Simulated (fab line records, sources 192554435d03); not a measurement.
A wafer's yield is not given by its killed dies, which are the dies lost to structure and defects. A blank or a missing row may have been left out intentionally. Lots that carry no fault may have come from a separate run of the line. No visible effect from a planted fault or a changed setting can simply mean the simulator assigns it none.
Split-lot trial ; flow n5Finfet ; 7 lots, 21 wafers read, on a route of 1938 steps

## THE SPLIT ITSELF
At N5_BEOL_M11_COAT_59 (time 60 s, resist thk 100 nm), the setting spinRpm was moved away from the recipe's 1500 rpm on 6 of the 21 wafers read, by -5.9% to +6.3%. The other wafers ran this setting at the recipe's value.

## FROM THE SPLIT TO THE READING: what the file shows between them, 7 steps
- N5_BEOL_M11_COAT_60: time 60 s, resist thk 30 nm
- N5_BEOL_M11_COAT_05: resist thk 90 nm
- N5_BEOL_M11_DESCUM_16: chemistry O2, time 7.9 s
- N5_BEOL_M11_ETCH_61: etches SiARC in CF4, target depth 39 nm, time 65 s
- N5_BEOL_M11_ETCH_62: etches SOC in N2/H2, target depth 110 nm, overetch 22 nm, time 165 s
- N5_BEOL_M11_STRIP_68: strips in N2/H2
- N5_BEOL_M11_STRIP_67: strips in CF4

## THE READING
SOC_of_BEOL_M11_COAT_59.thkNm (the simulator's own value, which no gauge read), in nm, at N5_BEOL_M11_HM_OPEN_17 (chemistry Cl2/BCl3, target TiN, target depth 20 nm, overetch 6 nm). There is no usual value for it anywhere in the file. The 15 wafers here that ran the recipe average 92.0 nm, standard deviation 0.29 nm.

wafer;tool, chamber at the split;spinRpm as run, rpm;against the recipe;SOC_of_BEOL_M11_COAT_59.thkNm, nm;against lot-mates on the recipe
L074.1;lithoTrack-03, 0;1500;recipe;91.6;-
L074.2;lithoTrack-03, 0;1500;recipe;91.6;-
L074.5;lithoTrack-03, 0;1500;recipe;91.6;-
L082.2;lithoTrack-02, 0;1425;-5.0%;94.2;+2.4
L082.5;lithoTrack-02, 0;1500;recipe;92;-
L082.6;lithoTrack-02, 0;1500;recipe;91.6;-
L084.4;lithoTrack-02, 0;1500;recipe;92.4;-
L084.5;lithoTrack-02, 0;1564;+4.3%;89.8;-2.3
L084.6;lithoTrack-02, 0;1500;recipe;91.8;-
L086.1;lithoTrack-03, 0;1412;-5.9%;95.4;+3.1
L086.4;lithoTrack-03, 0;1500;recipe;92.4;-
L086.5;lithoTrack-03, 0;1500;recipe;92.2;-
L091.1;lithoTrack-02, 0;1500;recipe;91.8;-
L091.4;lithoTrack-02, 0;1500;recipe;92.2;-
L091.5;lithoTrack-02, 0;1500;recipe;92;-
L092.3;lithoTrack-02, 0;1595;+6.3%;88.6;no lot-mate on the recipe
L092.5;lithoTrack-02, 0;1595;+6.3%;88.4;no lot-mate on the recipe
L092.6;lithoTrack-02, 0;1595;+6.3%;88;no lot-mate on the recipe
L093.3;lithoTrack-02, 0;1500;recipe;92.2;-
L093.4;lithoTrack-02, 0;1500;recipe;92.2;-
L093.6;lithoTrack-02, 0;1500;recipe;92.2;-

FIT RESULTS
A straight line over all 21 wafers: SOC_of_BEOL_M11_COAT_59.thkNm changes by -0.553 nm for each +1% of spinRpm; r = -0.98; the points scatter about the line by 0.31 nm.
The same after taking each lot's own level away (the mean of its wafers on the recipe; 18 wafers): -0.516 nm for each +1%; r = -0.99; scatter 0.16 nm.
On that fit, the largest move of spinRpm shifts the reading by 3.3 nm.
The lots' own levels span 91.60 to 92.30 nm, that is 2.4 times the standard deviation above.
Hence the lot-to-lot level has little effect on the slope; both slopes agree.
Check: for one of the wafers moved furthest among these (-5.9%), held out of the fit, the line's prediction against its lot-mates is +2.95 nm. Against them it came out at +3.1 nm.

## THE WHOLE CHAIN: every reading that the file lists as answering this split, in the file's order
step;what it does;reading;change (the file's fit);r (the file's)
N5_BEOL_M11_COAT_59;time 60 s, resist thk 100 nm;SOC_of_BEOL_M11_COAT_59.thkNm (the simulator's own value, which no gauge read);-0.538 nm for each +1% of the setting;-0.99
N5_BEOL_M11_ETCH_62;etches SOC in N2/H2, target depth 110 nm, overetch 22 nm, time 165 s;etch.depthNm (the simulator's own value, which no gauge read);-0.535 nm for each +1% of the setting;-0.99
N5_BEOL_M11_HM_OPEN_17;chemistry Cl2/BCl3, target TiN, target depth 20 nm, overetch 6 nm;SOC_of_BEOL_M11_COAT_59.thkNm (the simulator's own value, which no gauge read);-0.515 nm for each +1% of the setting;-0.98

## FILE'S OWN FIT
SOC_of_BEOL_M11_COAT_59.thkNm changes by -0.515 nm for each +1% of spinRpm, r = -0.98.
